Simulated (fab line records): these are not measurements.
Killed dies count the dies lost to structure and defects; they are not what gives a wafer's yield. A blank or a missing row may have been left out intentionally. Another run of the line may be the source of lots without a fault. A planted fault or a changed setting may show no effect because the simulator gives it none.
Commonality check across tools    flow nand_harc    Sample size 11 lots and 33 wafers

THE REASON FOR OPENING IT
At NHARC_P_BONDPAD_THK_MEAS_20 the reading thk_nm is flagged on 3 of 11 lots. Wafers without a fault read 160.9 nm, standard deviation 1.8.
Rule: a lot is flagged in two cases, either no wafer of it has a number, or all its wafers with numbers fall more than 4 standard deviations from that mean. As for the other lots, they are considered sound.

lot   measured      on             thk_nm (nm), wafer by wafer  flag
L870  day 7 05:00   film_metro-01  161.4 162.7 160.3            
L872  day 7 11:02   film_metro-02  158.7 162.1 161.6            
L875  day 8 15:56   film_metro-02  163.2 162.0 163.5            
L876  day 8 17:12   film_metro-01  165.2 162.8 164.4            
L879  day 9 20:26   film_metro-02  159.8 162.7 159.9            
L880  day 10 03:01  film_metro-01  402.3 401.0 390.3            FLAGGED
L883  day 10 11:25  film_metro-01  394.9 402.2 400.8            FLAGGED
L884  day 10 16:23  film_metro-02  401.4 405.6 402.7            FLAGGED
L888  day 11 16:44  film_metro-02  161.4 159.3 160.6            
L889  day 11 16:59  film_metro-02  160.0 159.4 162.1            
L890  day 12 09:30  film_metro-02  159.6 162.9 159.9            
The numbers of the flagged lots are 400.1 nm on average: +239.2 nm against the usual, or +99 or more standard deviations.

TOOL THAT RAN EACH LOT
The record holds 4 process steps before the reading, out of a route of 1159 steps. Every cell lists first the tool, next ch and the chambers used by the sampled wafers, and last the start.
lot   flag     NHARC_P_BONDPAD_DEP_00                      NHARC_P_BONDPAD_CMP_32         NHARC_P_BONDPAD_DESCUM_11           NHARC_P_BONDPAD_CMP_19
L870           pecvd-02 ch 1,2, day 7 01:00                cmp-02 ch 0,1,3, day 7 01:29   rie_diel-08 ch 0,2,3, day 7 02:37   cmp-04 ch 0,1,2, day 7 04:40
L872           pecvd-01 ch 0,1,2, day 7 07:19              cmp-01 ch 0,3, day 7 07:39     rie_diel-06 ch 0,2,3, day 7 08:41   cmp-02 ch 0,3, day 7 10:43
L875           pecvd-04 ch 0,1,2, day 8 12:10              cmp-02 ch 1,3, day 8 12:35     rie_diel-06 ch 0,2, day 8 13:37     cmp-01 ch 0,1, day 8 15:39
L876           pecvd-02 ch 0,2, day 8 13:26                cmp-02 ch 0,1,2, day 8 13:53   rie_diel-06 ch 1,3, day 8 14:52     cmp-02 ch 0,1,2, day 8 16:54
L879           pecvd-01 ch 0,1,2, day 9 17:11 or earlier   cmp-04 ch 0,2,3, day 9 17:11   rie_diel-06 ch 0,2,3, day 9 18:04   cmp-04 ch 0,1,2, day 9 20:08
L880  FLAGGED  pecvd-04 ch 0,1, day 9 23:24 or earlier     cmp-02 ch 0,1,2, day 9 23:24   rie_diel-06 ch 0,2,3, day 10 00:31  cmp-04 ch 2,3, day 10 02:41
L883  FLAGGED  pecvd-01 ch 0,2, day 10 07:40               cmp-04 ch 0,3, day 10 08:04    rie_diel-06 ch 0,1, day 10 09:04    cmp-04 ch 1,2,3, day 10 11:05
L884  FLAGGED  pecvd-04 ch 0,1,2, day 10 13:02 or earlier  cmp-04 ch 0,1,3, day 10 13:02  rie_diel-01 ch 0,1,2, day 10 13:56  cmp-04 ch 0,2,3, day 10 16:05
L888           pecvd-01 ch 0,1, day 11 12:57               cmp-02 ch 0,1,2, day 11 13:20  rie_diel-08 ch 1,2, day 11 14:20    cmp-01 ch 0,2, day 11 16:26
L889           pecvd-04 ch 0,1,2, day 11 13:14             cmp-01 ch 0,1,2, day 11 13:39  rie_diel-06 ch 0,1,2, day 11 14:33  cmp-02 ch 1,2,3, day 11 16:40
L890           pecvd-02 ch 0,1,2, day 12 05:53             cmp-02 ch 0,1,3, day 12 06:16  rie_diel-08 ch 2,3, day 12 07:09    cmp-04 ch 0,2, day 12 09:12
These steps, and what they do:
- NHARC_P_BONDPAD_DEP_00: deposits SiCN, target thk 250 nm.
- NHARC_P_BONDPAD_CMP_32: polishes SiCN, target thk 200 nm.
- NHARC_P_BONDPAD_DESCUM_11: chemistry O2, time 3 s.
- NHARC_P_BONDPAD_CMP_19: polishes, t overpolish 30 s, cu recess touch 16 s, target thk 160.81 nm.
- NHARC_P_BONDPAD_THK_MEAS_20: measures by xrf.

FLAGGED AGAINST TOTAL, ONE TOOL AT A TIME (gauges that did the reading follow at the end)
step                         tool           lots run  flagged  share of the flagged lots  sound lots run after its first flagged lot
NHARC_P_BONDPAD_DEP_00       pecvd-01       4         1        some                       1 (L888)
NHARC_P_BONDPAD_DEP_00       pecvd-02       3         0        none                       -
NHARC_P_BONDPAD_DEP_00       pecvd-04       4         2        some                       1 (L889)
NHARC_P_BONDPAD_CMP_32       cmp-01         2         0        none                       -
NHARC_P_BONDPAD_CMP_32       cmp-02         6         1        some                       2 (L888,L890)
NHARC_P_BONDPAD_CMP_32       cmp-04         3         2        some                       0
NHARC_P_BONDPAD_DESCUM_11    rie_diel-01    1         1        some                       0
NHARC_P_BONDPAD_DESCUM_11    rie_diel-06    7         2        some                       1 (L889)
NHARC_P_BONDPAD_DESCUM_11    rie_diel-08    3         0        none                       -
NHARC_P_BONDPAD_CMP_19       cmp-01         2         0        none                       -
NHARC_P_BONDPAD_CMP_19       cmp-02         3         0        none                       -
NHARC_P_BONDPAD_CMP_19       cmp-04         6         3        all                        1 (L890)
NHARC_P_BONDPAD_THK_MEAS_20  film_metro-01  4         2        some                       0
NHARC_P_BONDPAD_THK_MEAS_20  film_metro-02  7         1        some                       3 (L888,L889,L890)
NHARC_P_BONDPAD_DEP_00: start missing for some lots; hours and lot order therefore follow NHARC_P_BONDPAD_CMP_32.

THE TABLE: WHAT IT ALLOWS
In the table, 1 row covers all flagged lots: cmp-04 at NHARC_P_BONDPAD_CMP_19.
- cmp-04 at NHARC_P_BONDPAD_CMP_19 ran 6 lots, 3 of them flagged. Sound lots ran on it after the first flagged one (L890), which a lasting fault on the whole tool wouldn't allow. On the flagged lots its readings are blank where sound lots have values: edge_zone_pressure_frac, motor_current_A, overpolish_run_s.
Every row of the table either missed a flagged lot or ran a sound lot after the first.

WHAT THE SIMULATOR HAD PUT IN
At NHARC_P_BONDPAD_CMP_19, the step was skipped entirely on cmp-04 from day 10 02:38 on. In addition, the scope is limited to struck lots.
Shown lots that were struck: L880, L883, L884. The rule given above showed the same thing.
